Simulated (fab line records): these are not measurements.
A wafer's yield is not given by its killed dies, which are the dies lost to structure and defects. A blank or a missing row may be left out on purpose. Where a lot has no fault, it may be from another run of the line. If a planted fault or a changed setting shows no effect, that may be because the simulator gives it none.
fab line records ; flow n5Finfet ; part 1 of 2: steps 1 to 3 of 6
record: lots: 21; wafers: 63; lastDay: 18
route steps=1938 shown BEOL_M0_SAQP@695 BEOL_M0@716
lots with no fault: from the same line, run without faults
startH: start of the lot's first displayed wafer, in hours after the record's first day ; waitH: how many hours have passed since the lot's step before this one ; " same as the row above ; L1.1+2: a single row standing in for several wafers ; - no value present, or no start provided ; * or withheld: withheld ; < > ~ a bound
route shown NAME@n: names a module that has steps shown in the file, with the first one's number in the route ; usual: mean/standard deviation taken from wafers without a fault ; same: alike in all rows ; chamber/n: place in a boat ; sites: per-site readings ; _std_site: the standard deviation of these ; _edge_site: the outer-site mean with the inner-site mean subtracted ; radiusMm: how far each site lies from the wafer's centre ; mask NAME#n: copy n ; behind: tool/chamber where the wafer was last shaped ; hold: reason for holding the lot/hours on hold/outcome of the hold ; device: the n, p or np transistor that did not switch ; end of line: the route-end tests of the same wafers ; step lacking rows: just its recipe ; killed: the dies lost at the first sort to structure and to defects; this is not the yield of the wafer ; map: per-die view of a wafer (x killed, . not killed, _ where there is no die)
set.NAME: setting as actually run; set.NAME@STEP: the setting as run at that earlier step ; model.NAME: the simulator's own value behind a step, which no gauge read
a sample of lots followed through the steps of the route, with each step as a table and each wafer as a row
services: a tool's chamber out of use, with start hour (startH, from the record's first day; less than 0 if before it), hours out, and reason
== steps ==
step: N5_BEOL_M0_SAQP_CUT_ETCH_46
recipe: chemistry: N2/H2; target: SOC; targetDepthA: 1350; overetchA: 270; tempC: 40; timeS: 202.5; ionEnergyEv: 200; maskMaterial: SiARC; pressureMtorr: 30; sourceW: 840; biasW: 150; n2FlowSccm: 200; h2FlowSccm: 200
usual: drypumpMotorCurrentA: 5.7/0.41; rfVppV: 523.8/2.3; showerheadPlenumPTorr: 2.54/0.079; throttleValvePct: 17.85/0.23
lot.wafer;tool;chamber;startH;waitH;drypumpMotorCurrentA;rfHoursCounterH;rfVppV;showerheadPlenumPTorr;throttleValvePct
L074.2;rieDiel-04;1;117.83;0.0;5.9;211;524.8;2.63;17.85
L074.3;rieDiel-04;2;117.83;0.0;6.5;284;520.5;2.49;18.30
L074.6;rieDiel-04;1;117.83;0.0;5.9;-;525.4;2.63;17.87
L075.1;rieDiel-05;3;121.25;0.0;5.7;67;522.7;2.47;17.46
L075.2;rieDiel-05;1;121.25;0.0;5.5;167;523.2;2.43;17.95
L075.3;rieDiel-05;0;121.25;0.0;6.0;178;526.0;2.63;18.19
L076.1;rieDiel-04;1;126.53;0.0;5.9;214;526.3;2.63;17.86
L076.3;rieDiel-04;0;126.53;0.0;5.6;42;523.3;2.49;17.82
L076.4;rieDiel-04;2;126.53;0.0;6.5;-;522.9;2.49;18.32
L077.2;rieDiel-06;2;127.17;0.0;5.9;184;527.5;2.63;17.80
L077.3;rieDiel-06;3;127.17;0.0;5.2;146;527.6;2.65;17.52
L077.4;rieDiel-06;1;127.17;0.0;5.8;135;519.2;2.44;17.88
L078.1;rieDiel-05;1;140.27;0.0;5.5;172;520.4;2.43;17.99
L078.2;rieDiel-05;3;140.27;0.0;5.7;73;521.9;2.47;17.48
L078.5;rieDiel-05;1;140.27;0.0;5.5;-;520.7;2.43;17.95
L079.2;rieDiel-06;0;142.48;0.0;5.7;230;526.5;2.63;17.78
L079.4;rieDiel-06;1;142.48;0.0;5.8;140;520.8;2.44;17.87
L079.5;rieDiel-06;1;142.48;0.0;5.8;-;521.0;2.44;17.87
L080.1;rieDiel-04;0;145.14;0.0;5.6;50;521.7;2.49;17.81
L080.3;rieDiel-04;2;145.14;0.0;6.5;295;522.8;2.48;18.32
L080.5;rieDiel-04;1;145.14;0.0;5.9;-;527.1;2.62;17.87
L082.3;rieDiel-05;3;158.07;0.0;5.7;79;520.9;2.47;17.48
L082.4;rieDiel-05;1;158.07;0.0;5.5;179;520.4;2.43;17.96
L082.5;rieDiel-05;0;158.07;0.0;6.0;-;526.6;2.63;18.24
L083.3;rieDiel-05;2;165.36;0.0;5.1;46;525.7;2.58;17.56
L083.5;rieDiel-05;2;165.36;0.0;5.1;-;524.9;2.58;17.56
L083.6;rieDiel-05;1;165.36;0.0;5.5;-;521.8;2.42;17.96
L084.2;rieDiel-06;3;183.24;0.0;5.2;164;525.6;2.64;17.55
L084.5;rieDiel-06;2;183.24;0.0;6.0;-;526.6;2.63;17.82
L084.6;rieDiel-06;3;183.24;0.0;5.2;-;527.4;2.64;17.56
L086.1;rieDiel-04;3;183.42;0.0;5.1;144;523.7;2.55;18.14
L086.3;rieDiel-04;0;183.42;0.0;5.6;61;521.0;2.48;17.83
L086.5;rieDiel-04;1;183.42;0.0;5.9;-;526.3;2.62;17.87
L085.3;rieDiel-05;3;186.09;0.0;5.6;87;519.9;2.47;17.49
L085.4;rieDiel-05;0;186.09;0.0;6.0;195;527.4;2.63;18.22
L085.6;rieDiel-05;0;186.09;0.0;6.0;-;526.2;2.63;18.24
L087.2;rieDiel-04;3;186.87;0.0;5.1;145;521.8;2.55;18.16
L087.4;rieDiel-04;0;186.87;0.0;5.6;62;523.0;2.48;17.83
L087.5;rieDiel-04;2;186.87;0.0;6.6;-;521.6;2.48;17.83
L088.1;rieDiel-06;2;196.67;0.0;5.9;207;525.1;2.62;17.86
L088.2;rieDiel-06;3;196.67;0.0;5.2;168;526.4;2.64;17.58
L088.4;rieDiel-06;0;196.67;0.0;5.8;247;525.0;2.62;17.80
L089.1;rieDiel-04;3;202.93;0.0;5.1;150;524.2;2.55;18.15
L089.5;rieDiel-04;0;202.93;0.0;5.6;-;520.3;2.48;17.86
L089.6;rieDiel-04;1;202.93;0.0;5.9;-;526.4;2.62;17.90
L090.3;rieDiel-06;2;206.92;0.0;6.0;210;526.1;2.62;17.86
L090.5;rieDiel-06;0;206.92;0.0;5.7;-;526.8;2.62;17.80
L090.6;rieDiel-06;1;206.92;0.0;5.8;-;520.4;2.43;17.91
L091.1;rieDiel-05;0;213.30;0.0;6.0;203;523.7;2.62;18.25
L091.4;rieDiel-05;3;213.30;0.0;5.7;96;521.0;2.46;17.52
L091.5;rieDiel-05;1;213.30;0.0;5.5;-;520.3;2.42;18.01
L093.2;rieDiel-04;0;226.83;0.0;5.6;74;522.1;2.48;17.86
L093.3;rieDiel-04;3;226.83;0.0;5.1;157;523.3;2.55;18.16
L093.4;rieDiel-04;2;226.83;0.0;6.5;15;521.5;2.48;17.84
L094.1;rieDiel-06;2;233.99;0.0;5.9;221;527.0;2.62;17.88
L094.4;rieDiel-06;3;233.99;0.0;5.2;182;526.7;2.64;17.59
L094.5;rieDiel-06;0;233.99;0.0;5.7;-;524.6;2.62;17.42
L097.1;rieDiel-04;0;251.38;0.0;5.6;82;521.7;2.47;17.85
L097.3;rieDiel-04;3;251.38;0.0;5.1;165;524.0;2.55;18.17
L097.5;rieDiel-04;2;251.38;0.0;6.5;-;521.5;2.47;17.86
L096.1;rieDiel-05;1;252.04;0.0;5.5;208;520.7;2.41;18.03
L096.5;rieDiel-05;0;252.04;0.0;6.0;-;525.8;2.62;18.25
L096.6;rieDiel-05;1;252.04;0.0;5.5;-;521.8;2.41;18.02
step: N5_BEOL_M0_SAQP_ETCH_49
recipe: chemistry: CF4/O2; targetDepthA: 370; target: SiO2; pressureMtorr: 40; sourceW: 535; biasW: 49; Ar_flow_sccm: 100; cf4FlowSccm: 100; O2_flow_sccm: 10; ionEnergyEv: 100
usual: O2_flow_sccm: 10.01/0.032; drypumpMotorCurrentA: 5.7/0.42; oesProductAu: 0.77/0.082; rfVppV: 242/3.1; showerheadPlenumPTorr: 2.20/0.064; throttleValvePct: 15.95/0.19
lot.wafer;tool;chamber;startH;waitH;O2_flow_sccm;drypumpMotorCurrentA;oesProductAu;rfHoursCounterH;rfVppV;showerheadPlenumPTorr;throttleValvePct
L074.2;rieDiel-06;3;118.56;0.3;10.01;5.2;0.77;144;243;2.30;15.70
L074.3;rieDiel-06;2;118.56;0.3;9.97;6.0;0.73;181;246;2.28;15.94
L074.6;rieDiel-06;2;118.56;0.3;9.97;5.9;0.73;-;247;2.28;15.94
L075.1;rieDiel-04;0;121.98;0.3;10.03;5.6;0.86;40;243;2.16;15.81
L075.2;rieDiel-04;1;121.98;0.3;10.06;5.9;0.68;212;245;2.28;16.03
L075.3;rieDiel-04;2;121.98;0.3;9.95;6.5;0.66;285;242;2.16;16.40
L076.1;rieDiel-04;0;127.32;0.3;9.99;5.6;0.87;43;242;2.16;15.82
L076.3;rieDiel-04;1;127.32;0.3;10.00;5.9;0.69;215;245;2.28;16.01
L076.4;rieDiel-04;0;127.32;0.3;10.02;5.6;0.86;-;241;2.16;15.82
L077.2;rieDiel-06;3;127.90;0.3;10.03;5.2;0.77;147;244;2.30;15.70
L077.3;rieDiel-06;1;127.90;0.3;10.03;5.8;0.75;135;240;2.12;16.01
L077.4;rieDiel-06;2;127.90;0.3;9.99;5.9;0.72;184;246;2.28;15.95
L078.1;rieDiel-04;2;141.05;0.3;10.02;6.5;0.64;293;240;2.16;16.42
L078.2;rieDiel-04;1;141.05;0.3;10.00;5.9;0.68;220;244;2.27;16.04
L078.5;rieDiel-04;0;141.05;0.3;10.05;5.6;0.85;-;241;2.16;15.83
L079.2;rieDiel-06;2;143.20;0.3;10.00;5.9;0.72;190;247;2.28;15.98
L079.4;rieDiel-06;1;143.20;0.3;10.06;5.8;0.74;141;239;2.12;16.01
L079.5;rieDiel-06;2;143.20;0.3;10.02;5.9;0.73;-;244;2.28;15.98
L080.1;rieDiel-05;2;145.86;0.3;10.03;5.1;0.89;39;238;2.24;15.71
L080.3;rieDiel-05;0;145.86;0.3;9.97;6.0;0.72;185;242;2.28;16.28
L080.5;rieDiel-05;3;145.86;0.3;9.96;5.6;0.84;-;240;2.15;15.57
L082.3;rieDiel-04;0;160.06;0.6;10.05;5.6;0.84;53;244;2.16;15.83
L082.4;rieDiel-04;0;160.06;0.6;10.00;5.6;0.85;-;243;2.15;15.83
L082.5;rieDiel-04;3;160.06;0.6;10.04;5.1;0.78;-;236;2.21;16.12
L083.3;rieDiel-06;0;166.08;0.3;10.00;5.8;0.70;236;242;2.26;15.80
L083.5;rieDiel-06;3;166.08;0.3;10.00;5.2;0.75;-;246;2.29;15.72
L083.6;rieDiel-06;0;166.08;0.3;10.04;5.8;0.69;-;244;2.26;15.78
L084.2;rieDiel-04;0;183.97;0.3;9.96;5.6;0.83;61;242;2.15;15.86
L084.5;rieDiel-04;2;183.97;0.3;9.98;6.5;0.98;-;238;2.15;15.85
L084.6;rieDiel-04;3;183.97;0.3;9.99;5.1;0.77;-;236;2.21;16.12
L086.1;rieDiel-06;1;184.36;0.3;10.03;5.8;0.74;148;239;2.12;16.03
L086.3;rieDiel-06;2;184.36;0.3;9.95;5.9;0.71;202;246;2.28;15.98
L086.5;rieDiel-06;1;184.36;0.3;10.04;5.8;0.73;-;238;2.12;16.02
L085.3;rieDiel-06;2;186.82;0.3;10.03;5.9;0.72;203;248;2.28;15.98
L085.4;rieDiel-06;1;186.82;0.3;10.04;5.8;0.74;149;239;2.12;16.03
L085.6;rieDiel-06;2;186.82;0.3;10.02;6.0;0.71;-;246;2.28;15.99
L087.2;rieDiel-06;1;187.60;0.3;10.04;5.8;0.74;149;239;2.12;16.02
L087.4;rieDiel-06;2;187.60;0.3;10.03;5.9;0.71;203;245;2.28;15.99
L087.5;rieDiel-06;2;187.60;0.3;9.99;5.9;0.70;-;246;2.28;15.97
L088.1;rieDiel-04;2;197.54;0.4;10.04;6.5;0.96;7;238;2.15;15.87
L088.2;rieDiel-04;3;197.54;0.4;10.00;5.1;0.77;148;237;2.21;16.15
L088.4;rieDiel-04;1;197.54;0.4;9.98;5.9;0.67;237;247;2.27;16.07
L089.1;rieDiel-05;3;203.73;0.3;10.01;5.6;0.82;93;240;2.14;15.61
L089.5;rieDiel-05;2;203.73;0.3;9.92;5.1;0.86;-;240;2.23;15.75
L089.6;rieDiel-05;1;203.73;0.3;9.98;5.5;0.71;-;243;2.10;16.01
L090.3;rieDiel-05;2;207.89;0.3;9.98;5.1;0.86;59;239;2.24;15.76
L090.5;rieDiel-05;0;207.89;0.3;10.04;6.0;0.72;-;242;2.27;16.29
L090.6;rieDiel-05;3;207.89;0.3;10.02;5.6;0.83;-;239;2.14;15.60
L091.1;rieDiel-04;2;214.03;0.3;10.00;6.5;0.94;11;239;2.15;15.88
L091.4;rieDiel-04;1;214.03;0.3;9.98;5.9;0.67;241;243;2.27;16.08
L091.5;rieDiel-04;1;214.03;0.3;9.97;5.9;0.67;-;245;2.27;16.07
L093.2;rieDiel-04;1;227.60;0.3;10.00;5.9;0.66;246;245;2.26;16.09
L093.3;rieDiel-04;0;227.60;0.3;9.97;5.6;0.81;74;242;2.15;15.87
L093.4;rieDiel-04;3;227.60;0.3;9.98;5.1;0.76;157;238;2.21;16.15
L094.1;rieDiel-04;1;234.82;0.3;9.98;5.9;0.67;248;245;2.26;16.08
L094.4;rieDiel-04;0;234.82;0.3;9.97;5.6;0.82;76;242;2.15;15.89
L094.5;rieDiel-04;2;234.82;0.3;9.98;6.5;0.93;-;238;2.15;15.89
L097.1;rieDiel-04;2;252.21;0.4;10.00;6.5;0.91;24;237;2.15;15.91
L097.3;rieDiel-04;3;252.21;0.4;9.97;5.1;0.75;166;238;2.20;16.16
L097.5;rieDiel-04;3;252.21;0.4;10.03;5.1;0.76;-;238;2.20;16.18
L096.1;rieDiel-04;0;252.93;0.3;10.04;5.6;0.81;83;244;2.15;15.90
L096.5;rieDiel-04;3;252.93;0.3;10.00;5.1;0.75;-;237;2.20;16.18
L096.6;rieDiel-04;2;252.93;0.3;9.99;6.5;0.93;-;238;2.15;15.91
step: N5_BEOL_M0_HM_OPEN_105
recipe: chemistry: Cl2/BCl3; targetDepthA: 120; target: TiN; ionEnergyEv: 150; pressureMtorr: 10; icpW: 1000; biasW: 126; Cl2_flow_sccm: 53.25; bcl3FlowSccm: 21.75; Ar_flow_sccm: 25
usual: drypumpMotorCurrentA: 5.7/0.4; heBacksideLeakSccm: 3.47/0.27; oesProductAu: 0.78/0.097; throttleValvePct: 22.02/0.19
lot.wafer;tool;chamber;startH;waitH;drypumpMotorCurrentA;heBacksideLeakSccm;oesProductAu;rfHoursCounterH;throttleValvePct
L074.2;rieMetal-01;0;121.06;1.7;5.5;3.65;0.59;140;22.44
L074.3;rieMetal-01;0;121.06;1.7;5.5;3.67;0.59;-;22.44
L074.6;rieMetal-01;0;121.06;1.7;5.5;3.66;0.59;-;22.42
L075.1;rieMetal-03;0;122.79;0.1;5.5;3.27;0.87;20;22.06
L075.2;rieMetal-03;1;122.79;0.1;5.6;3.20;0.81;30;21.77
L075.3;rieMetal-03;1;122.79;0.1;5.7;3.15;0.81;-;21.78
L077.2;rieMetal-02;0;128.94;0.1;4.8;3.55;0.65;100;21.78
L077.3;rieMetal-02;1;128.94;0.1;6.2;3.29;0.65;-;22.23
L077.4;rieMetal-02;0;128.94;0.1;4.8;3.54;0.65;-;21.79
L076.1;rieMetal-03;0;129.02;0.9;5.6;3.39;0.86;20;22.07
L076.3;rieMetal-03;1;129.02;0.9;5.7;3.24;0.80;-;21.77
L076.4;rieMetal-03;0;129.02;0.9;5.6;3.35;0.87;-;22.06
L078.1;rieMetal-01;1;142.78;0.3;6.2;3.42;0.85;25;22.17
L078.2;rieMetal-01;0;142.78;0.3;5.6;3.43;0.59;142;22.43
L078.5;rieMetal-01;0;142.78;0.3;5.5;3.44;0.59;-;22.44
L079.2;rieMetal-03;1;144.17;0.3;5.7;3.20;0.80;32;21.78
L079.4;rieMetal-03;1;144.17;0.3;5.7;3.08;0.79;-;21.79
L079.5;rieMetal-03;1;144.17;0.3;5.7;3.15;0.80;-;21.78
L080.1;rieMetal-03;0;146.97;0.3;5.5;3.57;0.85;22;22.07
L080.3;rieMetal-03;0;146.97;0.3;5.5;3.52;0.85;-;22.07
L080.5;rieMetal-03;1;146.97;0.3;5.7;3.14;0.79;-;21.80
L082.3;rieMetal-03;0;161.11;0.2;5.5;3.53;0.85;-;22.09
L082.4;rieMetal-03;1;161.11;0.2;5.7;3.21;0.79;-;21.79
L082.5;rieMetal-03;1;161.11;0.2;5.6;3.16;0.79;-;21.79
L083.3;rieMetal-01;1;167.12;0.2;6.2;3.69;0.84;-;22.19
L083.5;rieMetal-01;1;167.12;0.2;6.2;3.60;0.84;-;22.18
L083.6;rieMetal-01;1;167.12;0.2;6.2;3.62;0.85;-;22.18
L086.1;rieMetal-01;0;185.87;0.7;5.5;3.44;0.96;1;22.07
L086.3;rieMetal-01;1;185.87;0.7;6.2;3.44;0.84;-;22.17
L086.5;rieMetal-01;0;185.87;0.7;5.5;3.36;0.96;-;22.06
L084.2;rieMetal-03;0;186.34;1.5;5.6;3.46;0.84;26;22.06
L084.5;rieMetal-03;0;186.34;1.5;5.5;3.66;0.85;-;22.08
L084.6;rieMetal-03;1;186.34;1.5;5.7;3.22;0.79;-;21.79
L085.3;rieMetal-02;0;188.02;0.1;4.8;3.41;0.64;-;21.78
L085.4;rieMetal-02;1;188.02;0.1;6.2;3.68;0.65;-;22.21
L085.6;rieMetal-02;0;188.02;0.1;4.8;3.21;0.64;-;21.79
L087.2;rieMetal-03;1;188.51;0.1;5.7;3.07;0.78;36;21.79
L087.4;rieMetal-03;0;188.51;0.1;5.5;3.46;0.83;-;22.07
L087.5;rieMetal-03;0;188.51;0.1;5.5;3.71;0.83;-;22.07
L088.1;rieMetal-03;1;198.55;0.3;5.7;5.66;0.78;37;21.79
L088.2;rieMetal-03;0;198.55;0.3;5.6;3.47;0.83;27;22.08
L088.4;rieMetal-03;1;198.55;0.3;5.7;3.24;0.78;-;21.79
L089.1;rieMetal-02;1;206.66;2.1;6.2;3.89;0.64;98;22.22
L089.5;rieMetal-02;1;206.66;2.1;6.2;3.86;0.64;-;22.20
L089.6;rieMetal-02;0;206.66;2.1;4.8;3.41;0.64;-;21.79
L090.3;rieMetal-01;1;213.98;5.3;6.2;3.53;0.83;-;22.20
L090.5;rieMetal-01;0;213.98;5.3;5.6;3.35;0.95;-;22.09
L090.6;rieMetal-01;1;213.98;5.3;6.2;3.66;0.83;-;22.20
L091.1;rieMetal-01;0;214.96;0.2;5.5;3.44;0.94;3;22.08
L091.4;rieMetal-01;1;214.96;0.2;6.2;3.62;0.83;-;22.18
L091.5;rieMetal-01;1;214.96;0.2;6.2;3.44;0.82;-;22.21
L093.2;rieMetal-03;1;228.78;0.1;5.7;3.19;0.78;40;21.80
L093.3;rieMetal-03;0;228.78;0.1;5.5;3.41;0.83;-;22.09
L093.4;rieMetal-03;1;228.78;0.1;5.7;3.14;0.78;-;21.80
L094.1;rieMetal-02;0;237.57;2.1;4.8;3.41;0.64;111;21.80
L094.4;rieMetal-02;0;237.57;2.1;4.8;3.37;0.63;-;21.83
L094.5;rieMetal-02;1;237.57;2.1;6.2;3.57;0.64;-;22.23
L096.1;rieMetal-02;1;262.51;8.6;6.2;3.68;0.64;103;22.21
L096.5;rieMetal-02;1;262.51;8.6;6.2;3.86;0.64;-;22.19
L096.6;rieMetal-02;0;262.51;8.6;4.8;3.45;0.63;-;21.80
L097.1;rieMetal-03;1;264.14;11.2;5.7;3.27;0.77;43;21.80
L097.3;rieMetal-03;0;264.14;11.2;5.5;3.46;0.83;-;22.09
L097.5;rieMetal-03;0;264.14;11.2;5.6;3.35;0.82;-;22.09
